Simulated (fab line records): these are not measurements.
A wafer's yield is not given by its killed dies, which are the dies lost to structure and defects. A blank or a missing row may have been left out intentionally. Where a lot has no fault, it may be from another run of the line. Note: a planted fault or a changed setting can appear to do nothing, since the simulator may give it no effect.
Comparing a struck lot with a sound one	flow n5 finfet	35 steps out of a route of 1938
Sound: wafers L731.2, L731.3, L731.5. Struck: wafer L748.1 (left out: L748.3, L748.4 of the same lot, which were not struck); the cause appears at the end.
Each step with rows lists, per side, the tool, then ch with its chambers, then its first start. Under that, the readings that differ: sound wafers	struck wafers	difference of the means	sigmas: that difference in standard deviations of wafers without a fault.
alike: same words and numbers on both sides, and readings whose means sit less than 2 such deviations apart. not compared: any withheld reading, any reading some wafer has no value for, any bound like >300 that may hide the same value, and any number with overlapping values for which the record gives no deviation.
The two part at a step that has a row with sigmas, a row that says differs or no value, or rows on one side only. Numbers that have no deviation but don't overlap get no sigmas and don't part them. A reading that every wafer of one side lacks parts them only if that side has two wafers or more.

first, 12 steps without rows for these wafers: N5_SD_EPI_P_ETCH_37 (etches SOC in N2/H2, overetch 108 nm, time 486 s); N5_SD_EPI_P_STRIP_38 (strips in N2/H2); N5_SD_EPI_P_ETCHBACK_46 (etches SiNx in CH3F/O2, stops on SiO2, target depth 17.5 nm); N5_SD_EPI_P_ETCH_47 (etches SiOCN in CH3F/O2, target depth 25 nm); N5_SD_EPI_P_ETCH_16 (etches SiO2 in CHF3/O2, target depth 5 nm); N5_SD_EPI_P_STRIP_50 (strips in CHF3/O2); N5_SD_EPI_P_SD_RECESS_17 (chemistry HBr/Cl2/O2, target depth 39.1 nm, bt time 3 s); N5_SD_EPI_P_WET_ETCH_45 (etches SiO2 in dHF, time 10.7 s, target depth 2 nm, rinse time 30 s); N5_SD_EPI_P_STRIP_40 (strips in N2/H2); N5_SD_EPI_P_PRECLEAN_52 (cleans in O3/DIW, time 60 s); N5_SD_EPI_P_SRD_20 (time 30 s); N5_SD_EPI_P_PRECLEAN_51 (cleans in NF3:NH3, afs cycles 1, time 20 s, sublimation time 60 s).
N5_SD_EPI_P_VAPOR_ETCH_44: etches SiGe30 in NF3/Ar, time 3.3 s.
  sound on epi rpcvd-03 ch 0, day 3 19:08; struck on epi rpcvd-03 ch 0, day 8 00:16
then, 20 steps without rows for these wafers: N5_SD_EPI_P_EPI_21 (deposits SiGe:B, time 355 s); N5_SD_EPI_P_HM_STRIP_48 (strips SiNx in H3PO4, material SiNx, target depth 3 nm); N5_SD_EPI_P_SRD_49 (time 30 s); N5_SD_EPI_P_PRECLEAN_24 (cleans in O3/DIW, time 45 s); N5_SD_EPI_P_PRECLEAN_32 (cleans in dHF, time 10 s); N5_SD_EPI_P_PRECLEAN_33 (cleans in SC2, time 45 s); N5_SD_EPI_P_SRD_25 (time 30 s); N5_SD_ACTIVATION_RTA_00 (time 0 s); N5_SD_ACTIVATION_LSA_01 (time 0.0008 s); N5_ILD0_LINER_00 (material SiNx, target thk 4 nm, pulse time 1 s, purge time 2 s); N5_ILD0_FCVD_FILL_01 (material SiO2 flowable, target thk 200 nm, time 328.3 s); N5_ILD0_CURE_02 (time 1800 s); N5_ILD0_CMP_03 (polishes, stops on SiNx, t overpolish 1.9 s, target thk 197.38 nm); N5_ILD0_CMP_07 (polishes SiO2 flowable, stops on poly-Si, t overpolish 1.18 s, target thk 138.88 nm); N5_ILD0_PRECLEAN_10 (cleans in NF3:NH3, afs cycles 5, time 20 s, sublimation time 60 s); N5_ILD0_ALD_15 (deposits SiNx, target thk 24 nm, pulse time 1 s, ald cycles 480); N5_ILD0_CMP_12 (polishes SiNx, stops on poly-Si, t overpolish 6 s, target thk 17.67 nm); N5_SDB_HM_DEP_00 (deposits SiNx from SiH4/NH3/N2, target thk 40 nm, time 35.3 s); N5_SDB_COAT_03 (time 60 s, resist thk 100 nm); N5_SDB_COAT_04 (time 60 s, resist thk 18 nm).
-- the record jumps here: 4 days lie between the struck wafers' starts before and after (it left off in module SDB and takes up again in module BEOL_M4, whose first step shown is number 1111 of the route) --
N5_BEOL_M4_RC_MEAS_101:
  sound on prober-01 ch 0, day 8 00:25; struck on prober-02 ch 0, day 12 09:46
reading	sound	struck	difference	sigmas
REXT_P (ohm.um)	97.2 98.1 99.0	93.5	-4.6	-2
  alike: DIBL_N, DIBL_P, IOFF_N, IOFF_P, ION_N, ION_P, SS_N, SS_P, VT_N, VT_P
next, for these wafers, 1 step has no rows: N5_PASSIVATION_PROBE_49.

== WHERE THEY PART ==
Only at N5_BEOL_M4_RC_MEAS_101, within this record.

WHY: what the simulator had put in
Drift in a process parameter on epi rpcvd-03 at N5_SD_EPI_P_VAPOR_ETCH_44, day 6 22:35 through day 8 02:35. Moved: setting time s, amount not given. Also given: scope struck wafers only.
